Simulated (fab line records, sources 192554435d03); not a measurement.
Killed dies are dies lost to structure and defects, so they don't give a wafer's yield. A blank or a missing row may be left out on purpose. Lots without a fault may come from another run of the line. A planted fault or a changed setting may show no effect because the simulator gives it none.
fab line records | flow n5_finfet
record lots=10 wafers=29 last_day=22
route steps=1938 shown BEOL_M7@1310 BEOL_M8@1332 PASSIVATION@1936
lots that met no fault: from a run of the same line without faults
start_h: hours from the record's first day to the start of the lot's first wafer shown | wait_h: hours since the lot's step before | " the same as in the row above | L1.1+2: a row that stands for several wafers | - no value, or no start given | * or withheld: withheld | < > ~ a bound
route shown NAME@n: a module of which the file shows steps, and the number in the route of the first | usual: mean/standard deviation of fault-free wafers | same: alike in all rows | chamber/n: place in a boat | sites: the reading at each site | _std_site: their standard deviation | _edge_site: outer sites' mean less inner sites' | radius_mm: how far each site lies from the wafer's centre | mask NAME#n: copy n | behind: the tool/chamber that last shaped the wafer | hold: why the lot was held/for how many hours/how that ended | device: the transistor (n, p or np) that didn't switch | end of line: the same wafers' tests at the end of the route | a step without rows: its recipe alone | killed: dies lost to structure and defects at the first sort, not the wafer's yield | map: a wafer's dies, x killed, . not, _ none there
set.NAME: the setting as run; set.NAME@STEP: as run at that earlier step | model.NAME: the simulator's own value behind a step, which no gauge read
steps of the route over a sample of lots; a table a step, a row a wafer
services: from which hour (start_h, from the record's first day; less than 0 if before it) a tool's chamber was out of use, for how many hours, and why
## steps
# step N5_BEOL_M7_STRIP_80
# recipe chemistry=N2/H2 time_s=10 power_w=450 temp_c=40 pressure_mtorr=20 rf_frequency_hz=6e+07 bias_power_w=7 n2_flow_sccm=200 h2_flow_sccm=200
# usual drypump_motor_current_A=5.8/0.36 oes_product_au=0.83/0.073 rf_vpp_V=59.3/0.83 showerhead_plenum_p_Torr=2.55/0.086 temp_c=40.00/0.13 throttle_valve_pct=23.60/0.24
# columns lot.wafer tool chamber start_h wait_h drypump_motor_current_A oes_product_au rf_hours_counter_h rf_vpp_V showerhead_plenum_p_Torr temp_c throttle_valve_pct
L135.1 rie_diel-01 0 - - 5.4 0.90 23 59.2 2.49 40.03 23.58
L135.3 " 2 " " 5.7 0.80 85 58.7 2.57 40.03 23.92
L135.5 " 3 " " 6.1 0.87 - 59.1 2.59 40.00 23.52
L138.1 rie_diel-01 2 - - 5.7 0.81 93 58.4 2.56 40.17 23.93
L138.4 " 3 " " 6.1 0.88 51 59.6 2.59 40.10 23.54
L138.6 " 0 " " 5.4 0.90 - 59.1 2.48 40.04 23.61
L137.4 rie_diel-01 1 - - 5.6 0.97 - 59.8 2.71 39.76 23.83
L137.5 " 3 " " 6.1 0.87 - 59.1 2.59 39.82 23.53
L137.6 " 0 " " 5.4 0.89 - 58.7 2.48 39.88 23.61
L140.1 rie_diel-01 3 - - 6.1 0.86 58 58.8 2.58 40.09 23.54
L140.3 " 2 " " 5.7 0.80 97 58.7 2.56 40.03 23.95
L140.4 " 0 " " 5.4 0.88 40 58.4 2.48 40.17 23.62
L142.1 rie_diel-01 2 - - 5.7 0.79 107 59.7 2.56 39.97 23.97
L142.2 " 1 " " 5.6 0.92 17 59.0 2.71 40.24 23.85
L142.4 " 3 " " 6.1 0.85 68 59.1 2.58 40.06 23.54
L144.2 rie_diel-03 1 - - 5.2 0.95 6 59.8 2.60 40.23 23.19
L144.3 " 3 " " 6.2 0.76 143 57.9 2.43 40.05 23.30
L144.4 " 0 " " 6.0 0.82 87 57.4 2.46 40.11 23.77
L149.2 rie_diel-06 2 - - 5.5 0.75 157 57.4 2.54 39.87 23.48
L149.6 " 3 " " 5.8 0.92 - 60.8 2.71 40.18 23.21
L158.3 rie_diel-03 1 - - 5.2 0.92 19 57.7 2.59 40.27 23.19
L158.4 " 3 " " 6.2 0.75 157 57.6 2.43 40.03 23.32
L158.5 " 2 " " 5.9 0.76 - 58.8 2.56 39.96 23.78
L143.1 rie_diel-01 2 - - 5.7 0.76 133 58.8 2.55 39.99 24.02
L143.3 " 3 " " 6.1 0.81 93 59.1 2.57 40.07 23.59
L143.6 " 1 " " 5.6 0.87 - 61.2 2.70 40.05 23.88
L157.3 rie_diel-06 2 - - 5.5 0.75 167 59.0 2.54 39.91 23.49
L157.4 " 0 " " 6.5 0.72 205 59.4 2.62 39.84 23.80
L157.6 " 0 " " 6.5 0.72 - 58.7 2.62 39.82 23.81
# step N5_BEOL_M7_CURE_75
# recipe temp_c=370 time_s=120 ambient=DMADMS/He material=SiCOH_lowk
# usual lamp_power_pct=52.32/0.057 wafer_temp_C_max=371.6/0.56
# columns lot.wafer tool chamber start_h wait_h lamp_power_pct wafer_temp_C_max
L135.1 uv_cure-01 1 220.11 0.0 52.27 371.6
L135.3 " 1 " " 52.30 371.5
L135.5 " 1 " " 52.30 371.4
L138.1 uv_cure-01 1 252.04 0.0 52.38 371.5
L138.4 " 1 " " 52.29 371.5
L138.6 " 1 " " 52.38 371.3
L137.4 uv_cure-03 1 263.53 0.2 52.34 371.8
L137.5 " 1 " " 52.31 371.1
L137.6 " 1 " " 52.22 371.3
L140.1 uv_cure-01 2 278.58 0.0 52.26 371.8
L140.3 " 2 " " 52.28 371.9
L140.4 " 2 " " 52.28 371.6
L142.1 uv_cure-03 1 323.04 0.0 52.31 372.1
L142.2 " 1 " " 52.33 371.7
L142.4 " 1 " " 52.33 372.0
L144.2 uv_cure-01 0 342.70 0.1 52.34 372.5
L144.3 " 0 " " 52.26 372.3
L144.4 " 0 " " 52.28 372.4
L149.2 uv_cure-02 0 384.79 0.1 52.30 370.5
L149.6 " 0 " " 52.44 370.8
L158.3 uv_cure-01 2 399.07 0.1 52.33 371.9
L158.4 " 2 " " 52.28 371.9
L158.5 " 2 " " 52.29 371.9
L143.1 uv_cure-01 1 428.62 0.2 52.36 371.7
L143.3 " 1 " " 52.33 371.9
L143.6 " 1 " " 52.37 371.7
L157.3 uv_cure-02 1 428.96 0.1 52.33 372.8
L157.4 " 1 " " 52.35 372.1
L157.6 " 1 " " 52.28 371.8
# step N5_BEOL_M7_SPUTTER_48
# recipe material=Cu target_thk_a=100 temp_c=-20 bias_v=60 power_w=26000 chamber_pressure_pa=0.13 time_s=1.667
# usual cathode_dc_power_W=26000/5 chuck_sensor_temp_C=-16.2/0.71 throttle_valve_pct=29.5/1
# columns lot.wafer tool chamber start_h wait_h cathode_dc_power_W chuck_sensor_temp_C throttle_valve_pct
L135.1 pvd_sputter-01 - 221.08 0.1 25996 -16.1 28.2
L135.3 " - " " 26007 -15.9 29.5
L135.5 " - " " 26005 -16.1 28.5
L138.1 pvd_sputter-02 - 252.99 0.1 26000 -17.9 31.3
L138.4 " - " " 26004 -16.6 28.5
L138.6 " - " " 25999 -17.7 30.9
L137.4 pvd_sputter-02 - 266.01 0.2 26003 -16.1 29.8
L137.5 " - " " 25990 -18.0 31.1
L137.6 " - " " 25997 -16.1 29.9
L140.1 pvd_sputter-01 - 279.60 0.1 26001 -16.7 31.5
L140.3 " - " " 25993 -15.2 30.1
L140.4 " - " " 26005 -16.0 28.5
L142.1 pvd_sputter-03 - 324.04 0.1 25993 -16.4 29.3
L142.2 " - " " 26001 -15.2 28.2
L142.4 " - " " 26001 -16.3 29.0
L144.2 pvd_sputter-03 - 345.47 1.2 26006 -15.2 28.0
L144.3 " - " " 25999 -16.1 28.6
L144.4 " - " " 26000 -16.0 29.1
L149.2 pvd_sputter-03 - 387.42 0.1 25997 -16.2 29.1
L149.6 " - " " 25995 -16.0 29.5
L158.3 pvd_sputter-03 - 400.08 0.1 26002 -16.2 28.5
L158.4 " - " " 26000 -15.4 28.2
L158.5 " - " " 26006 -16.4 29.2
L143.1 pvd_sputter-01 - 431.92 0.2 26002 -15.1 30.0
L143.3 " - " " 25994 -16.5 31.3
L143.6 " - " " 26002 -15.3 30.3
L157.3 pvd_sputter-01 - 432.50 0.2 26001 -15.2 30.1
L157.4 " - " " 26008 -16.0 29.3
L157.6 " - " " 26002 -16.1 28.4
# step N5_BEOL_M8_ILD_DEP_00
# recipe material=SiCOH_lowk target_thk_a=1797.5 temp_c=300 precursor=DEMS/porogen pressure_torr=5 rf_w=500 time_s=33.4
# usual heater_power_w=290/40 showerhead_plenum_p_Torr=5.731/0.013 throttle_valve_pct=13.9/0.48
# columns lot.wafer tool chamber start_h wait_h heater_power_w showerhead_plenum_p_Torr throttle_valve_pct
L135.1 pecvd-03 0 222.08 0.0 285 5.724 14.2
L135.3 " 1 " " 257 5.709 14.2
L135.5 " 0 " " 291 5.734 14.2
L138.1 pecvd-02 2 253.99 0.0 293 5.733 13.6
L138.4 " 2 " " 291 5.742 13.5
L138.6 " 0 " " 360 5.729 14.2
L137.4 pecvd-03 1 267.04 0.1 304 5.721 14.2
L137.5 " 2 " " 288 5.742 12.7
L137.6 " 0 " " 341 5.751 14.3
L140.1 pecvd-02 1 280.59 0.0 226 5.735 13.4
L140.3 " 1 " " 227 5.735 13.3
L140.4 " 2 " " 291 5.722 13.9
L142.1 pecvd-02 0 325.03 0.0 344 5.754 14.1
L142.2 " 1 " " 254 5.744 13.6
L142.4 " 2 " " 279 5.701 13.8
L144.2 pecvd-02 0 346.48 0.0 339 5.741 14.2
L144.3 " 0 " " 340 5.737 14.3
L144.4 " 1 " " 270 5.747 13.6
L149.2 pecvd-02 1 388.42 0.0 229 5.749 13.5
L149.6 " 1 " " 227 5.741 13.5
L158.3 pecvd-04 1 401.28 0.0 220 5.759 13.7
L158.4 " 0 " " 315 5.712 14.2
L158.5 " 1 " " 222 5.756 13.4
L143.1 pecvd-04 1 433.10 0.0 226 5.740 13.5
L143.3 " 0 " " 277 5.726 14.1
L143.6 " 2 " " 229 5.735 14.2
L157.3 pecvd-03 2 433.51 0.0 315 5.739 12.7
L157.4 " 1 " " 296 5.716 14.3
L157.6 " 0 " " 319 5.738 14.5
# step N5_BEOL_M8_THK_MEAS_01
# recipe reads=SiCOH_lowk_of_BEOL_M8_ILD_DEP_00
# usual M8_ILD_THK=155.0/1.9
# columns lot.wafer tool chamber start_h wait_h M8_ILD_THK[nm]
L135.1 film_metro-01 - 222.68 0.4 155.2
L135.3 " - " " 154.9
L135.5 " - " " 156.4
L138.1 film_metro-02 - 255.04 0.8 152.5
L138.4 " - " " 153.8
L138.6 " - " " 156.1
L137.4 film_metro-02 - 267.60 0.2 156.1
L137.5 " - " " 158.0
L137.6 " - " " 154.9
L140.1 film_metro-02 - 281.19 0.4 153.8
L140.3 " - " " 154.8
L140.4 " - " " 155.7
L142.1 film_metro-02 - 325.61 0.4 151.2
L142.2 " - " " 153.8
L142.4 " - " " 154.7
L144.2 film_metro-01 - 347.08 0.4 152.6
L144.3 " - " " 155.5
L144.4 " - " " 155.2
L149.2 film_metro-01 - 388.99 0.4 154.8
L149.6 " - " " 126.4
L158.3 film_metro-01 - 401.86 0.3 157.6
L158.4 " - " " 157.2
L158.5 " - " " 158.6
L143.1 film_metro-01 - 434.09 0.4 155.0
L143.3 " - " " 152.1
L143.6 " - " " 156.1
L157.3 film_metro-01 - 434.57 0.3 155.2
L157.4 " - " " 156.9
L157.6 " - " " 155.2
# step N5_PASSIVATION_PROBE_49
# usual defect_limited_yield=91.4/1.2 killed_at_M0_to_M3=34/10 killed_at_M4_up=14/5.1 killed_at_contacts=12/6.4 killed_at_front_end=38/9.3 killed_at_other=4/3 killed_dies=102/15 killed_on_rim=13/3.6 killed_open=67/12 killed_short=33/6.9 sort_bin_5_function=5.0/0.86 sort_bin_6_memory=3.2/0.58 sort_n_pass=1078/15 sort_yield_pct=91.4/1.2
# same gross_dies=1180 killed_at_back_side=0 sort_bin_4_leakage[%]=0 sort_bin_8_speed[%]=0
# columns lot.wafer tool chamber start_h wait_h defect_limited_yield[%] killed_at_M0_to_M3 killed_at_M4_up killed_at_contacts killed_at_front_end killed_at_other killed_dies killed_on_rim killed_open killed_short sort_bin_5_function[%] sort_bin_6_memory[%] sort_n_pass sort_yield_pct[%]
L138.1 prober-01 - 330.42 0.0 89.8 29 30 24 33 4 120 10 80 36 6.0 3.8 1060 89.8
L138.4 prober-01 - 330.57 0.2 90.7 35 14 11 45 5 110 11 77 33 5.7 3.2 1070 90.7
L138.6 prober-01 - 330.67 0.3 91.4 33 13 21 33 2 102 12 75 25 5.2 3.3 1078 91.4
L140.1 prober-02 - 349.05 0.0 90.7 48 16 14 28 4 110 12 72 34 5.4 3.3 1070 90.7
L140.3 prober-02 - 349.15 0.1 91.9 31 10 14 37 3 95 13 60 32 4.6 3.2 1085 91.9
L140.4 prober-02 - 349.20 0.2 92.5 33 12 7 36 1 89 10 59 30 4.5 2.9 1091 92.5
L144.2 prober-02 - 422.24 0.4 92.9 39 13 6 20 6 84 14 58 25 4.2 3.0 1096 92.9
L144.3 prober-02 - 422.29 0.5 93.1 22 24 8 21 6 81 7 49 29 4.3 2.3 1099 93.1
L144.4 prober-02 - 422.34 0.5 92.7 28 16 11 28 3 86 8 55 28 4.9 2.4 1094 92.7
L143.1 prober-01 - 517.10 0.0 91.4 26 21 16 35 3 101 12 61 36 4.7 3.1 1079 91.4
# killed by level:class
L138.1 MOL_CONTACT_COAG:geometric_particle:open=16 BEOL_M3:geometric_particle:open=12 BEOL_M4:geometric_particle:open=9 MOL_CONTACT_COAG:geometric_particle:short=8 FIN_SAQP:geometric_particle:open=7 BEOL_M2:geometric_particle:open=5 FIN_SAQP:geometric_particle:short=4 STI_FIN_REVEAL:geometric_particle:open=4
L138.4 BEOL_M3:geometric_particle:open=11 FIN_SAQP:geometric_particle:open=10 BEOL_M2:geometric_particle:open=8 MOL_CONTACT_COAG:geometric_particle:open=7 BEOL_M4:geometric_particle:open=7 FIN_SAQP:geometric_particle:short=6 STI_FIN_REVEAL:geometric_particle:open=6 STARTING-WAFER:geometric_particle:short=5
L138.6 MOL_CONTACT_COAG:geometric_particle:open=19 FIN_SAQP:geometric_particle:open=11 BEOL_M3:geometric_particle:open=10 BEOL_M4:geometric_particle:open=7 BEOL_M1:geometric_particle:open=5 FIN_SAQP:geometric_particle:short=4 BEOL_M0_SAQP:geometric_particle:open=4 STI_FIN_REVEAL:geometric_particle:short=3
L140.1 BEOL_M2:geometric_particle:open=20 MOL_CONTACT_COAG:geometric_particle:open=13 BEOL_M4:geometric_particle:open=10 FIN_SAQP:geometric_particle:short=9 BEOL_M0_SAQP:geometric_particle:short=8 BEOL_M3:geometric_particle:open=6 BEOL_M2:geometric_particle:short=5 DUMMY_GATE:geometric_particle:open=4
L140.3 MOL_CONTACT_COAG:geometric_particle:open=11 BEOL_M3:geometric_particle:open=9 STI_FIN_REVEAL:geometric_particle:open=7 GATE_CUT:geometric_particle:short=5 BEOL_M2:geometric_particle:open=5 DUMMY_GATE:geometric_particle:open=4 BEOL_M0_SAQP:geometric_particle:short=4 BEOL_M3:geometric_particle:short=4
L140.4 DUMMY_GATE:geometric_particle:open=8 FIN_SAQP:geometric_particle:short=7 BEOL_M2:geometric_particle:open=7 ILD0:geometric_particle:short=6 BEOL_M3:geometric_particle:open=6 BEOL_M0_SAQP:geometric_particle:open=6 STI_FIN_REVEAL:geometric_particle:open=5 MOL_CONTACT_COAG:geometric_particle:open=5
L144.2 BEOL_M2:geometric_particle:open=11 BEOL_M0_SAQP:geometric_particle:short=8 BEOL_M0_SAQP:geometric_particle:open=7 MOL_CONTACT_COAG:geometric_particle:open=5 BEOL_M1:geometric_particle:open=5 BEOL_M3:geometric_particle:open=4 BEOL_M4:geometric_particle:open=4 FIN_SAQP:geometric_particle:open=3
L144.3 MOL_CONTACT_COAG:geometric_particle:open=7 BEOL_M0_SAQP:geometric_particle:short=7 BEOL_M0_SAQP:geometric_particle:open=6 BEOL_M4:geometric_particle:open=6 BEOL_M5:geometric_particle:open=6 BEOL_M3:geometric_particle:open=5 FIN_SAQP:geometric_particle:open=4 DUMMY_GATE:geometric_particle:open=3
L144.4 MOL_CONTACT_COAG:geometric_particle:open=10 FIN_SAQP:geometric_particle:short=8 BEOL_M0_SAQP:geometric_particle:open=8 FIN_SAQP:geometric_particle:open=5 BEOL_M0_SAQP:geometric_particle:short=5 BEOL_M3:geometric_particle:open=5 BEOL_M4:geometric_particle:open=4 STI_FIN_REVEAL:geometric_particle:open=3
L143.1 BEOL_M4:geometric_particle:open=12 MOL_CONTACT_COAG:geometric_particle:open=10 STI_FIN_REVEAL:geometric_particle:open=8 GATE_CUT:geometric_particle:short=7 FIN_SAQP:geometric_particle:short=6 MOL_CONTACT_COAG:geometric_particle:short=6 BEOL_M0_SAQP:geometric_particle:short=6 BEOL_M2:geometric_particle:open=5
## services
# columns tool chamber start_h hours kind
uv_cure-01 - 208.83 1.0 pm
rie_diel-01 2 208.89 1.8 repair
pecvd-04 - 210.50 0.8 pm
rie_diel-01 - 225.35 2.8 pm
uv_cure-01 - 228.30 5.0 pm
uv_cure-01 - 235.82 7.1 pm
uv_cure-01 - 243.99 0.3 repair
rie_diel-01 2 254.21 11.8 repair
uv_cure-01 - 267.57 2.1 pm
rie_diel-06 3 270.58 2.7 repair
pvd_sputter-03 - 273.75 1.9 repair
pecvd-02 0 274.67 30.8 repair
uv_cure-02 - 296.76 4.3 pm
uv_cure-02 - 314.21 22.2 pm
uv_cure-03 - 316.55 1.0 pm
rie_diel-01 0 323.77 1.3 repair
pecvd-02 2 337.97 16.0 repair
pecvd-04 - 343.78 0.7 repair
pecvd-02 2 355.96 3.8 repair
pvd_sputter-03 - 368.86 6.0 repair
uv_cure-03 - 410.41 0.9 repair
pecvd-04 1 411.59 7.1 repair
uv_cure-03 - 422.91 14.6 pm
rie_diel-01 - 424.75 0.6 repair
## key
first_sign step=N5_BEOL_M8_THK_MEAS_01 reading=M8_ILD_THK direction=down sigmas=15 usual=155.0 struck=126.4
effect none on later readings
met_at N5_BEOL_M8_ILD_DEP_00
struck_lots L149
struck_wafers L149.6
not_acting_at N5_BEOL_M7_STRIP_80,N5_BEOL_M7_CURE_75,N5_BEOL_M7_SPUTTER_48
onset_between 346.48 388.42
fault kind=process_parameter_drift tool=pecvd-02 chamber=- onset_h=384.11 steps=N5_BEOL_M8_ILD_DEP_00 channel=time_s offset=* shape=step end_h=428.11 scope=struck_wafers_only acts_in=* stated=*
